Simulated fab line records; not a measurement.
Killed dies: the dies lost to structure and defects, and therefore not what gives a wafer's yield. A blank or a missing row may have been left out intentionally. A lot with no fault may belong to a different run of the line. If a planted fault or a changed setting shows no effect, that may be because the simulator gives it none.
fab line records | flow nandHarc
record lots=24 wafers=72 lastDay=34
route steps=1302 shown A_STAIRCASE@743
lots that met no fault: from a run of the same line without faults
startH: start of the lot's first displayed wafer, in hours after the record's first day | waitH: hours since the lot's step before | " unchanged from the row above | L1.1+2: a row that stands for several wafers | - no value present, or no start provided | * or withheld: withheld | < > ~ a bound
route shown NAME@n: names a module that has steps shown in the file, with the first one's number in the route | usual: mean and standard deviation over wafers with no fault | same: alike in all rows | chamber/n: place in a boat | sites: the reading at each site | _std_site: their standard deviation | _edge_site: outer sites' mean less inner sites' | radiusMm: how far each site lies from the wafer's centre | mask NAME#n: copy n | behind: the tool/chamber that last shaped the wafer | hold: reason for holding the lot/hours on hold/outcome of the hold | device: names the non-switching transistor (n, p or np) | end of line: at the end of the route, the tests of the same wafers | step lacking rows: just its recipe | killed: count of dies lost to structure and defects at first sort (not the wafer's yield) | map: dies across one wafer; x = killed, . = not, _ = none there
set.NAME: the setting as run; set.NAME@STEP: as run at that earlier step | model.NAME: the simulator's own value behind a step, which no gauge read
the route's steps for a sample of lots (tables are steps, rows are wafers)
services: a tool's chamber out of use, with start hour (startH, from the record's first day; less than 0 if before it), hours out, and reason
## steps
# step NHARC_A_STAIRCASE_TRIM_229
# recipe timeS=211.2 o2FlowSccm=500 arFlowSccm=0 biasW=0 chemistry=O2
# usual drypumpMotorCurrentA=5.7/0.56 oesProductAu=0.999/0.0091 rfVppV=57.8/0.94 showerheadPlenumPTorr=3.54/0.18 throttleValvePct=17.036/0.01
# columns lot.wafer tool chamber startH waitH drypumpMotorCurrentA oesProductAu rfHoursCounterH rfVppV showerheadPlenumPTorr throttleValvePct
L075.1 rieDiel-12 2 365.16 0.1 5.1 1.008 30 56.9 3.28 17.038
L075.2 " 3 " " 5.8 0.995 33 57.3 3.64 17.039
L075.5 " 1 " " 6.5 1.003 - 56.9 3.50 17.050
L074.2 rieDiel-13 2 365.45 0.1 5.3 1.002 4 56.9 3.37 17.038
L074.4 " 3 " " 5.4 1.011 5 57.0 3.66 17.044
L074.3 " 1 " " 6.3 1.003 4 56.3 3.31 17.053
L076.2 rieDiel-02 3 387.09 0.1 5.9 0.989 54 56.7 3.42 17.041
L076.3 " 0 " " 5.8 1.005 50 58.9 3.78 17.046
L076.5 " 2 " " 6.6 0.995 - 58.5 3.47 17.047
L077.4 rieDiel-12 3 405.36 0.1 5.7 1.006 42 58.2 3.63 17.039
L077.3 " 0 " " 4.9 0.994 45 58.3 3.32 17.033
L077.5 " 0 " " 4.9 1.000 - 57.5 3.32 17.057
L079.4 rieDiel-12 1 412.04 0.1 6.5 1.008 46 57.6 3.49 17.026
L079.2 " 2 " " 5.1 1.015 41 57.9 3.27 17.006
L079.1 " 3 " " 5.7 0.994 44 59.5 3.63 17.030
L078.4 rieDiel-13 1 412.47 0.1 6.3 1.005 18 56.7 3.31 17.030
L078.5 " 1 " " 6.3 1.007 - 57.9 3.31 17.039
L078.6 " 2 " " 5.3 1.007 - 57.0 3.37 17.024
L081.2 rieDiel-02 3 426.49 0.2 6.0 1.006 11 56.2 3.41 17.042
L081.1 " 1 " " 5.0 0.987 11 57.9 3.80 17.025
L081.5 " 3 " " 5.9 1.002 - 57.0 3.41 17.029
L080.3 rieDiel-02 3 430.84 0.1 5.9 0.996 13 57.5 3.41 17.044
L080.4 " 2 " " 6.6 1.004 - 57.6 3.46 17.034
L080.6 " 3 " " 6.0 0.998 - 58.4 3.41 17.025
L082.2 rieDiel-02 0 443.03 0.1 5.8 0.986 13 59.4 3.77 17.040
L082.3 " 1 " " 5.0 0.979 18 56.6 3.80 17.036
L082.4 " 2 " " 6.6 1.005 - 57.8 3.46 17.038
L083.3 rieDiel-13 2 447.50 0.1 5.3 1.002 24 58.3 3.36 17.041
L083.2 " 3 " " 5.4 1.000 29 58.3 3.64 17.038
L083.6 " 0 " " 6.2 0.996 - 59.3 3.50 17.044
L084.1 rieDiel-12 3 464.12 0.1 5.8 0.981 3 59.9 3.62 17.027
L084.3 " 0 " " 4.9 1.001 1 58.4 3.31 17.041
L084.6 " 2 " " 5.1 1.013 - 57.2 3.81 17.023
L085.3 rieDiel-02 0 473.76 0.1 5.8 0.994 24 59.4 3.76 17.029
L085.1 " 2 " " 6.6 1.006 25 57.2 3.45 17.028
L085.6 " 1 " " 5.0 0.995 - 58.0 3.79 17.050
L086.4 rieDiel-13 0 483.53 0.1 6.2 1.006 37 56.5 3.49 17.034
L086.6 " 2 " " 5.3 1.015 - 57.5 3.36 17.045
L086.5 " 3 " " 5.4 1.000 - 58.2 3.64 17.056
L087.3 rieDiel-02 0 484.18 0.1 5.8 0.990 29 59.1 3.76 17.044
L087.4 " 2 " " 6.6 0.992 31 58.8 3.45 17.050
L087.2 " 3 " " 6.0 0.998 23 56.7 3.41 17.050
L088.3 rieDiel-02 2 513.48 0.1 6.6 1.000 39 57.4 3.45 17.025
L088.2 " 0 " " 5.8 0.990 36 57.6 3.76 17.038
L088.5 " 3 " " 5.9 0.997 - 57.0 3.40 17.030
L089.4 rieDiel-02 0 518.64 0.1 5.8 0.987 40 58.7 3.75 17.027
L089.2 " 2 " " 6.6 0.993 41 56.5 3.45 17.030
L089.5 " 3 " " 6.0 0.999 - 57.0 3.40 17.042
L090.1 rieDiel-02 1 528.32 0.1 5.0 1.001 41 57.6 3.78 17.034
L090.5 " 1 " " 5.0 0.991 - 59.5 3.78 17.028
L090.4 " 3 " " 5.9 1.001 - 57.5 3.40 17.044
L091.1 rieDiel-02 1 529.41 0.1 5.0 0.995 42 58.2 3.78 17.040
L091.3 " 0 " " 5.8 1.001 45 56.7 3.75 17.034
L091.5 " 0 " " 5.8 1.013 - 58.2 3.75 17.017
L092.1 rieDiel-12 2 539.16 0.1 5.1 1.010 31 57.6 3.79 17.039
L092.3 " 1 " " 6.5 1.005 28 57.8 3.47 17.060
L092.5 " 2 " " 5.1 1.001 - 57.4 3.79 17.023
L093.4 rieDiel-12 2 551.61 0.1 5.1 1.022 34 57.8 3.79 17.026
L093.3 " 0 " " 4.9 0.994 35 56.9 3.29 17.020
L093.5 " 3 " " 5.8 0.988 - 58.4 3.60 17.024
L096.1 rieDiel-02 3 571.03 0.1 5.9 0.991 54 57.4 3.39 17.042
L096.3 " 1 " " 5.0 0.997 55 57.8 3.78 17.037
L096.6 " 3 " " 5.9 0.993 - 57.9 3.39 17.024
L094.2 rieDiel-13 3 571.33 0.1 5.4 1.001 12 59.6 3.62 17.030
L094.3 " 1 " " 6.3 1.008 13 57.5 3.28 17.035
L094.4 " 2 " " 5.3 0.996 14 57.3 3.34 17.032
L095.4 rieDiel-13 0 573.09 0.1 6.3 1.000 12 57.0 3.48 17.041
L095.6 " 2 " " 5.3 0.985 - 58.3 3.34 17.047
L095.5 " 3 " " 5.4 0.997 - 58.8 3.62 17.031
L097.4 rieDiel-02 3 591.50 0.1 5.9 0.992 7 56.9 3.39 17.026
L097.3 " 2 " " 6.6 0.993 7 58.8 3.44 17.039
L097.5 " 0 " " 5.8 1.014 - 56.9 3.74 17.044
# step NHARC_A_STAIRCASE_ETCH_236
# recipe targetDepthA=1000 timeS=40.5 ionEnergyEv=400 c4f8FlowSccm=20 o2FlowSccm=10 arFlowSccm=withheld rfW=600 biasW=1000 chemistry=C4F8/O2
# usual oesProductAu=0.941/0.011 rfVppV=896/6.6
# columns lot.wafer tool chamber startH waitH oesProductAu rfHoursCounterH rfVppV
L075.1 rieDiel-12 1 - - 0.952 35 894
L075.2 " 2 " " 0.971 31 887
L075.5 " 3 " " 0.953 - 898
L074.3 rieDiel-13 1 - - 0.947 4 889
L074.2 " 3 " " 0.949 5 901
L074.4 " 3 " " 0.950 - 901
L076.2 rieDiel-02 2 - - 0.955 56 894
L076.3 " 3 " " 0.946 55 893
L076.5 " 1 " " 0.955 - 887
L077.4 rieDiel-12 1 - - 0.949 45 893
L077.3 " 0 " " 0.945 46 888
L077.5 " 2 " " 0.951 - 886
L079.2 rieDiel-12 1 - - 0.935 46 895
L079.1 " 2 " " 0.937 41 886
L079.4 " 0 " " 0.933 47 888
L078.4 rieDiel-13 2 - - 0.965 14 889
L078.6 " 2 " " 0.957 - 890
L078.5 " 3 " " 0.956 - 900
L081.1 rieDiel-02 1 - - 0.918 12 905
L081.2 " 2 " " 0.929 9 894
L081.5 " 2 " " 0.929 - 893
L080.3 rieDiel-02 1 - - 0.925 13 906
L080.4 " 2 " " 0.940 - 893
L080.6 " 1 " " 0.938 - 906
L082.2 rieDiel-02 2 - - 0.931 15 894
L082.3 " 0 " " 0.928 13 905
L082.4 " 0 " " 0.922 - 903
L083.2 rieDiel-13 3 - - 0.938 31 901
L083.3 " 0 " " 0.946 30 894
L083.6 " 2 " " 0.950 - 889
L084.1 rieDiel-12 3 - - 0.921 4 899
L084.3 " 1 " " 0.936 3 896
L084.6 " 2 " " 0.947 - 905
L085.3 rieDiel-02 2 - - 0.931 26 893
L085.1 " 0 " " 0.917 24 903
L085.6 " 0 " " 0.914 - 905
L086.4 rieDiel-13 1 - - 0.937 41 888
L086.5 " 0 " " 0.949 - 893
L086.6 " 1 " " 0.939 - 888
L087.2 rieDiel-02 1 - - 0.930 30 905
L087.3 " 3 " " 0.950 24 893
L087.4 " 0 " " 0.935 30 905
L088.2 rieDiel-02 2 - - 0.942 39 894
L088.3 " 3 " " 0.936 32 892
L088.5 " 1 " " 0.939 - 905
L089.4 rieDiel-02 2 - - 0.943 42 893
L089.2 " 1 " " 0.936 38 904
L089.5 " 2 " " 0.932 - 893
L090.1 rieDiel-02 1 - - 0.930 42 905
L090.5 " 3 " " 0.927 - 892
L090.4 " 0 " " 0.934 - 903
L091.3 rieDiel-02 1 - - 0.927 43 905
L091.1 " 3 " " 0.934 42 891
L091.5 " 0 " " 0.934 - 906
L092.1 rieDiel-12 2 - - 0.948 31 905
L092.3 " 0 " " 0.949 30 886
L092.5 " 2 " " 0.944 - 908
L093.3 rieDiel-12 1 - - 0.943 32 893
L093.4 " 3 " " 0.928 36 900
L093.5 " 1 " " 0.950 - 894
L096.1 rieDiel-12 1 - - 0.946 36 893
L096.3 " 2 " " 0.945 38 905
L096.6 " 3 " " 0.919 - 899
L094.3 rieDiel-13 1 - - 0.950 14 885
L094.2 " 2 " " 0.936 15 889
L094.4 " 3 " " 0.940 13 899
L095.4 rieDiel-13 2 - - 0.946 15 891
L095.6 " 1 " " 0.958 - 886
L095.5 " 2 " " 0.942 - 889
L097.4 rieDiel-02 0 - - 0.949 5 903
L097.3 " 1 " " 0.959 6 905
L097.5 " 1 " " 0.955 - 905
# step NHARC_A_STAIRCASE_DESCUM_312
# recipe timeS=3 o2FlowSccm=200 arFlowSccm=0 biasPowerW=0 chemistry=O2
# usual drypumpMotorCurrentA=5.7/0.57 oesProductAu=1.001/0.009 rfVppV=57.7/0.86 showerheadPlenumPTorr=1.91/0.1 throttleValvePct=11.310/0.0083
# columns lot.wafer tool chamber startH waitH drypumpMotorCurrentA oesProductAu rfHoursCounterH rfVppV showerheadPlenumPTorr throttleValvePct
L074.3 rieDiel-13 3 388.53 - 5.4 1.013 12 57.1 1.99 11.302
L074.4 " 0 " " 6.2 1.010 13 56.9 1.90 11.299
L074.2 " 2 " " 5.2 1.004 7 57.2 1.82 11.316
L075.2 rieDiel-02 0 388.78 - 5.8 1.007 51 56.1 2.06 11.315
L075.1 " 2 " " 6.5 0.990 56 57.1 1.88 11.307
L075.5 " 3 " " 5.9 0.987 - 56.6 1.85 11.298
L076.3 rieDiel-02 0 405.30 - 5.8 0.993 0 58.8 2.06 11.321
L076.2 " 2 " " 6.5 1.011 0 56.9 1.88 11.310
L076.5 " 0 " " 5.8 1.009 - 58.0 2.06 11.315
L077.3 rieDiel-12 0 427.70 - 4.9 0.989 57 58.1 1.79 11.312
L077.4 " 3 " " 5.8 0.992 51 58.9 1.97 11.313
L077.5 " 0 " " 4.9 0.984 - 56.2 1.79 11.290
L079.2 rieDiel-12 0 435.09 - 4.9 0.990 59 57.7 1.79 11.316
L079.1 " 1 " " 6.6 1.013 58 57.9 1.89 11.302
L079.4 " 2 " " 5.1 1.024 50 58.6 1.76 11.308
L078.4 rieDiel-02 0 438.86 - 5.8 0.985 - 58.6 2.05 11.304
L078.5 " 1 " " 5.0 0.978 - 57.6 2.07 11.304
L078.6 " 2 " " 6.6 0.992 - 58.4 1.87 11.315
L081.2 rieDiel-13 3 453.17 - 5.4 0.999 32 57.2 1.98 11.309
L081.1 " 0 " " 6.2 1.005 31 59.3 1.90 11.306
L081.5 " 0 " " 6.2 0.996 - 57.5 1.90 11.306
L080.3 rieDiel-02 0 453.78 - 5.8 0.995 18 58.5 2.05 11.312
L080.6 " 0 " " 5.8 0.987 - 57.0 2.05 11.319
L080.4 " 1 " " 5.0 0.985 - 59.4 2.07 11.307
L082.3 rieDiel-13 0 463.49 - 6.2 0.995 33 57.2 1.90 11.310
L082.4 " 1 " " 6.3 1.000 32 57.1 1.78 11.309
L082.2 " 2 " " 5.3 1.000 30 57.0 1.82 11.333
L083.2 rieDiel-12 2 466.82 - 5.1 1.010 4 57.4 2.07 11.307
L083.3 " 3 " " 5.7 0.993 5 58.2 1.97 11.304
L083.6 " 3 " " 5.7 0.998 - 58.4 1.97 11.319
L084.3 rieDiel-12 1 483.11 - 6.5 1.001 6 59.0 1.88 11.312
L084.1 " 2 " " 5.1 1.020 12 59.1 2.07 11.302
L084.6 " 0 " " 4.9 0.994 - 58.2 1.78 11.318
L085.3 rieDiel-13 2 502.58 - 5.3 1.001 41 58.1 1.81 11.317
L085.1 " 1 " " 6.3 0.990 42 56.7 1.78 11.298
L085.6 " 0 " " 6.2 0.988 - 58.5 1.89 11.301
L086.4 rieDiel-02 0 509.78 - 5.8 1.001 35 58.5 2.05 11.325
L086.6 " 3 " " 5.9 1.003 - 57.0 1.84 11.311
L086.5 " 0 " " 5.8 0.995 - 58.3 2.05 11.318
L087.4 rieDiel-13 0 510.06 - 6.2 1.010 43 59.0 1.89 11.304
L087.2 " 1 " " 6.3 1.009 46 56.1 1.78 11.321
L087.3 " 2 " " 5.3 1.009 44 56.6 1.81 11.300
L088.3 rieDiel-02 3 537.99 - 5.9 0.998 43 56.9 1.84 11.302
L088.2 " 0 " " 5.8 1.004 47 57.9 2.04 11.305
L088.5 " 1 " " 5.0 0.998 - 58.1 2.06 11.300
L089.2 rieDiel-13 2 538.35 - 5.3 0.997 2 57.9 1.81 11.315
L089.4 " 0 " " 6.2 0.992 2 57.9 1.89 11.311
L089.5 " 2 " " 5.3 0.998 - 57.8 1.81 11.314
L090.1 rieDiel-02 2 546.36 - 6.6 0.994 48 57.3 1.86 11.310
L090.4 " 0 " " 5.8 1.001 48 56.2 2.04 11.309
L090.5 " 3 " " 5.9 0.988 - 56.4 1.84 11.304
L091.1 rieDiel-12 1 548.26 - 6.5 1.001 31 56.1 1.88 11.312
L091.3 " 2 " " 5.1 1.003 34 58.2 2.06 11.308
L091.5 " 2 " " 5.1 1.010 - 56.6 2.06 11.333
L092.3 rieDiel-12 0 561.59 - 4.9 1.003 37 58.3 1.78 11.315
L092.1 " 1 " " 6.5 1.014 33 56.4 1.88 11.321
L092.5 " 1 " " 6.5 1.009 - 57.5 1.88 11.307
L093.4 rieDiel-12 2 576.13 - 5.1 1.010 39 58.1 2.06 11.301
L093.3 " 3 " " 5.8 0.995 42 59.1 1.96 11.309
L093.5 " 2 " " 5.1 1.007 - 58.6 2.06 11.314
L096.1 rieDiel-13 2 590.33 - 5.3 0.983 22 57.4 1.80 11.309
L096.3 " 1 " " 6.3 1.013 20 57.2 1.77 11.307
L096.6 " 2 " " 5.3 0.989 - 57.7 1.80 11.304
L094.3 rieDiel-12 0 593.39 - 4.9 1.010 50 56.5 1.77 11.309
L094.4 " 1 " " 6.5 1.010 45 58.4 1.87 11.310
L094.2 " 2 " " 5.1 1.010 47 57.4 2.06 11.329
L095.4 rieDiel-13 1 595.16 - 6.3 1.020 22 57.3 1.77 11.309
L095.6 " 3 " " 5.4 1.005 - 57.1 1.97 11.316
L095.5 " 0 " " 6.3 1.004 - 59.8 1.88 11.293
L097.3 rieDiel-02 3 614.83 - 5.9 0.992 13 56.9 1.83 11.310
L097.4 " 0 " " 5.8 1.001 10 56.8 2.03 11.306
L097.5 " 3 " " 5.9 0.984 - 57.0 1.83 11.323
# step NHARC_A_STAIRCASE_ETCHBACK_416
# recipe targetDepthA=360 timeS=7.2 c4f8FlowSccm=withheld o2FlowSccm=8 arFlowSccm=withheld rfW=600 biasW=800 chemistry=C4F8/O2/Ar
# usual oesProductAu=0.94/0.031 rfVppV=723/5.1
# columns lot.wafer tool chamber startH waitH oesProductAu rfHoursCounterH rfVppV
L074.2 rieDiel-13 2 - - 0.93 8 717
L074.4 " 3 " " 0.93 13 726
L074.3 " 0 " " 0.92 14 724
L075.2 rieDiel-13 2 - - 0.94 8 718
L075.1 " 1 " " 0.94 13 717
L075.5 " 3 " " 0.93 - 728
L076.2 rieDiel-13 0 - - 0.93 19 721
L076.3 " 1 " " 0.93 17 716
L076.5 " 0 " " 0.93 - 721
L077.3 rieDiel-13 1 - - 1.01 22 718
L077.4 " 3 " " 1.00 23 726
L077.5 " 1 " " 1.01 - 715
L079.2 rieDiel-02 2 - - 0.93 12 720
L079.1 " 0 " " 0.92 10 730
L079.4 " 2 " " 0.93 - 721
L078.4 rieDiel-12 3 - - 0.93 57 725
L078.5 " 1 " " 0.93 - 723
L078.6 " 2 " " 0.94 - 716
L081.1 rieDiel-13 0 - - 0.93 32 723
L081.2 " 1 " " 0.93 31 716
L081.5 " 1 " " 0.93 - 715
L080.3 rieDiel-13 2 - - 0.92 29 718
L080.4 " 3 " " 0.92 34 727
L080.6 " 3 " " 0.92 - 726
L082.2 rieDiel-13 3 468.80 2.1 0.92 35 726
L082.3 " 1 " " 0.93 33 717
L082.4 " 2 " " 0.93 31 718
L083.3 rieDiel-02 3 472.18 2.6 1.00 16 721
L083.2 " 1 " " 0.92 28 731
L083.6 " 3 " " 1.00 - 719
L084.1 rieDiel-12 2 - - 0.94 12 731
L084.3 " 1 " " 0.93 7 722
L084.6 " 3 " " 0.93 - 727
L085.1 rieDiel-13 3 - - 0.93 45 727
L085.3 " 0 " " 0.92 42 723
L085.6 " 3 " " 0.93 - 728
L086.4 rieDiel-02 1 - - 0.91 36 732
L086.6 " 1 " " 0.92 - 729
L086.5 " 2 " " 0.92 - 722
L087.2 rieDiel-12 0 515.54 1.7 0.93 20 715
L087.4 " 1 " " 0.94 18 721
L087.3 " 2 " " 0.94 23 730
L088.3 rieDiel-02 0 - - 0.93 47 731
L088.2 " 1 " " 0.91 45 729
L088.5 " 2 " " 0.92 - 720
L089.4 rieDiel-02 3 - - 0.92 44 720
L089.2 " 0 " " 0.93 47 730
L089.5 " 3 " " 0.92 - 719
L090.1 rieDiel-13 1 - - 0.93 5 715
L090.4 " 2 " " 0.93 6 718
L090.5 " 3 " " 0.94 - 727
L091.1 rieDiel-12 1 - - 0.94 32 722
L091.3 " 2 " " 0.95 35 731
L091.5 " 1 " " 0.94 - 720
L092.3 rieDiel-13 1 - - 0.94 12 717
L092.1 " 3 " " 0.94 10 725
L092.5 " 1 " " 0.93 - 715
L093.4 rieDiel-02 1 - - 1.00 0 730
L093.3 " 3 " " 0.99 0 720
L093.5 " 1 " " 1.00 - 731
L096.3 rieDiel-02 1 - - 1.01 6 730
L096.1 " 0 " " 1.01 5 729
L096.6 " 1 " " 1.01 - 731
L094.3 rieDiel-02 3 - - 0.99 9 718
L094.2 " 0 " " 1.01 6 728
L094.4 " 1 " " 1.00 7 729
L095.4 rieDiel-02 3 - - 0.99 10 718
L095.6 " 3 " " 1.00 - 719
L095.5 " 0 " " 1.00 - 729
L097.4 rieDiel-02 0 - - 0.93 11 728
L097.3 " 2 " " 0.93 15 720
L097.5 " 3 " " 0.91 - 720
# step NHARC_A_STAIRCASE_STRIP_446
# recipe powerW=1500 tempC=250 chemistry=O2
# usual drypumpMotorCurrentA=5.9/0.36 heaterPowerW=315/25
# columns lot.wafer tool chamber startH waitH drypumpMotorCurrentA heaterPowerW rfHoursCounterH
L074.2 plasmaAsher-01 0 442.68 0.1 6.5 362 22
L074.4 " 1 " " 5.7 301 -
L074.3 " 0 " " 6.5 358 -
L075.1 plasmaAsher-02 0 442.82 0.0 6.2 292 2
L075.2 " 1 " " 5.6 343 2
L075.5 " 0 " " 6.2 293 -
L076.2 plasmaAsher-02 0 454.26 0.0 6.2 291 4
L076.3 " 1 " " 5.6 350 -
L076.5 " 1 " " 5.6 349 -
L077.4 plasmaAsher-02 1 475.77 0.1 5.6 342 -
L077.3 " 0 " " 6.2 289 -
L077.5 " 1 " " 5.6 339 -
L079.2 plasmaAsher-02 1 483.98 0.0 5.5 344 9
L079.1 " 0 " " 6.2 290 9
L079.4 " 1 " " 5.6 346 -
L078.4 plasmaAsher-01 1 495.32 0.2 5.6 299 -
L078.6 " 0 " " 6.5 360 -
L078.5 " 1 " " 5.6 296 -
L081.2 plasmaAsher-02 1 509.26 0.0 5.6 347 14
L081.1 " 0 " " 6.2 296 14
L081.5 " 0 " " 6.2 295 -
L080.4 plasmaAsher-01 0 512.21 0.1 6.5 359 -
L080.3 " 1 " " 5.7 299 -
L080.6 " 0 " " 6.5 358 -
L083.2 plasmaAsher-02 0 519.64 0.1 6.2 296 16
L083.3 " 0 " " 6.2 296 -
L083.6 " 1 " " 5.6 346 -
L082.2 plasmaAsher-02 0 519.92 0.1 6.2 293 17
L082.3 " 1 " " 5.6 349 -
L082.4 " 0 " " 6.2 293 -
L084.1 plasmaAsher-01 0 534.00 0.0 6.5 325 2
L084.3 " 0 " " 6.5 322 -
L084.6 " 0 " " 6.5 326 -
L085.1 plasmaAsher-02 1 549.41 0.0 5.5 345 24
L085.3 " 1 " " 5.5 343 -
L085.6 " 0 " " 6.2 294 -
L086.4 plasmaAsher-02 1 556.49 0.1 5.6 343 -
L086.5 " 1 " " 5.6 345 -
L086.6 " 0 " " 6.1 292 -
L087.2 plasmaAsher-02 1 557.37 0.0 5.6 348 26
L087.4 " 1 " " 5.6 347 -
L087.3 " 0 " " 6.2 284 -
L088.2 plasmaAsher-02 0 591.61 0.0 6.2 285 31
L088.3 " 1 " " 5.6 347 -
L088.5 " 0 " " 6.2 297 -
L089.2 plasmaAsher-01 0 591.86 0.0 6.5 320 14
L089.4 " 1 " " 5.7 290 -
L089.5 " 0 " " 6.5 325 -
L091.1 plasmaAsher-02 0 601.44 0.0 6.2 291 34
L091.3 " 1 " " 5.6 347 -
L091.5 " 1 " " 5.6 344 -
L090.1 plasmaAsher-02 0 602.28 0.1 6.2 292 34
L090.4 " 1 " " 5.6 350 -
L090.5 " 1 " " 5.5 348 -
L092.1 plasmaAsher-02 0 616.10 0.0 6.2 291 1
L092.3 " 0 " " 6.2 275 -
L092.5 " 0 " " 6.2 290 -
L093.3 plasmaAsher-02 0 627.05 0.1 6.1 291 -
L093.4 " 1 " " 5.6 321 -
L093.5 " 1 " " 5.6 321 -
L096.1 plasmaAsher-02 0 637.90 0.1 6.2 285 5
L096.3 " 0 " " 6.1 291 -
L096.6 " 1 " " 5.6 322 -
L094.2 plasmaAsher-02 0 638.73 0.1 6.2 281 5
L094.4 " 1 " " 5.6 315 -
L094.3 " 0 " " 6.2 297 -
L095.4 plasmaAsher-01 0 640.85 0.2 6.5 322 -
L095.5 " 1 " " 5.6 291 -
L095.6 " 0 " " 6.5 325 -
L097.3 plasmaAsher-01 0 664.94 0.1 6.5 314 -
L097.4 " 1 " " 5.7 291 -
L097.5 " 1 " " 5.6 290 -
# step NHARC_A_STAIRCASE_CMP_472
# recipe material=SiO2
# usual motorCurrentA=12.3/1.4
# columns lot.wafer tool chamber startH waitH motorCurrentA
L074.4 cmp-02 1 444.89 0.1 13.9
L074.3 " 3 " " 11.9
L074.2 " 0 " " 12.0
L075.2 cmp-01 1 445.15 0.2 15.3
L075.1 " 2 " " 10.2
L075.5 " 2 " " 10.3
L076.3 cmp-02 1 456.61 0.3 13.9
L076.2 " 2 " " 11.0
L076.5 " 0 " " 11.2
L077.3 cmp-02 1 478.02 0.2 13.2
L077.4 " 3 " " 11.9
L077.5 " 2 " " 11.1
L079.4 cmp-01 3 486.24 0.1 12.3
L079.1 " 0 " " 12.0
L079.2 " 1 " " 15.2
L078.4 cmp-02 0 497.47 0.2 11.0
L078.5 " 3 " " 11.8
L078.6 " 0 " " 11.6
L081.1 cmp-01 3 511.55 0.3 11.7
L081.2 " 1 " " 15.1
L081.5 " 3 " " 11.6
L080.4 cmp-03 1 514.61 0.2 13.0
L080.3 " 2 " " 10.8
L080.6 " 1 " " 13.2
L083.2 cmp-01 2 521.97 0.3 10.3
L083.3 " 3 " " 12.4
L083.6 " 1 " " 15.0
L082.2 cmp-02 1 522.19 0.2 13.4
L082.4 " 2 " " 11.6
L082.3 " 3 " " 11.6
L084.3 cmp-03 2 536.42 0.2 11.4
L084.1 " 3 " " 13.5
L084.6 " 0 " " 10.9
L085.3 cmp-03 0 551.67 0.2 10.3
L085.1 " 2 " " 11.0
L085.6 " 0 " " 10.6
L086.4 cmp-03 1 558.72 0.2 12.9
L086.5 " 2 " " 11.0
L086.6 " 3 " " 15.1
L087.3 cmp-01 3 560.07 0.2 12.5
L087.2 " 0 " " 12.4
L087.4 " 1 " " 14.0
L088.3 cmp-01 2 593.96 0.3 10.4
L088.2 " 0 " " 12.7
L088.5 " 2 " " 11.0
L089.2 cmp-02 0 594.16 0.2 11.4
L089.4 " 1 " " 13.8
L089.5 " 2 " " 11.1
L091.3 cmp-02 0 603.88 0.2 11.0
L091.1 " 2 " " 10.3
L091.5 " 1 " " 14.2
L090.4 cmp-03 1 604.54 0.2 13.0
L090.1 " 2 " " 11.1
L090.5 " 3 " " 13.8
L092.3 cmp-03 0 618.41 0.3 10.6
L092.1 " 1 " " 13.8
L092.5 " 3 " " 14.9
L093.3 cmp-02 0 629.85 0.2 11.7
L093.4 " 1 " " 14.1
L093.5 " 0 " " 11.3
L096.3 cmp-01 1 640.14 0.2 14.7
L096.1 " 2 " " 10.4
L096.6 " 1 " " 15.1
L094.2 cmp-02 3 640.94 0.2 11.8
L094.4 " 0 " " 11.8
L094.3 " 2 " " 10.7
L095.4 cmp-02 1 643.12 0.2 14.0
L095.6 " 1 " " 14.0
L095.5 " 2 " " 11.0
L097.4 cmp-02 3 667.19 0.1 12.2
L097.3 " 0 " " 11.3
L097.5 " 3 " " 12.3
## services
# columns tool chamber startH hours kind
rieDiel-13 - 344.18 9.0 pm
rieDiel-13 - 359.23 0.7 repair
cmp-02 - 360.96 2.7 repair
rieDiel-13 2 366.09 6.4 repair
cmp-02 - 373.87 0.9 repair
rieDiel-02 0 377.40 2.1 repair
plasmaAsher-02 - 378.47 9.3 repair
rieDiel-12 2 378.86 2.6 repair
rieDiel-02 - 394.46 9.0 pm
cmp-02 - 405.33 1.8 repair
rieDiel-13 - 423.11 5.7 repair
rieDiel-02 0 424.08 12.3 repair
plasmaAsher-02 - 426.22 9.0 pm
rieDiel-02 3 434.93 28.6 repair
rieDiel-12 - 445.82 9.0 pm
rieDiel-12 1 469.74 9.5 repair
rieDiel-13 0 475.54 6.6 repair
rieDiel-13 3 499.83 6.7 repair
rieDiel-13 - 521.79 9.0 pm
rieDiel-02 2 547.77 7.8 repair
plasmaAsher-02 - 567.53 2.5 repair
plasmaAsher-02 - 603.22 9.0 pm
rieDiel-12 - 625.42 9.0 pm
rieDiel-02 3 640.50 3.0 repair
## key
fault none
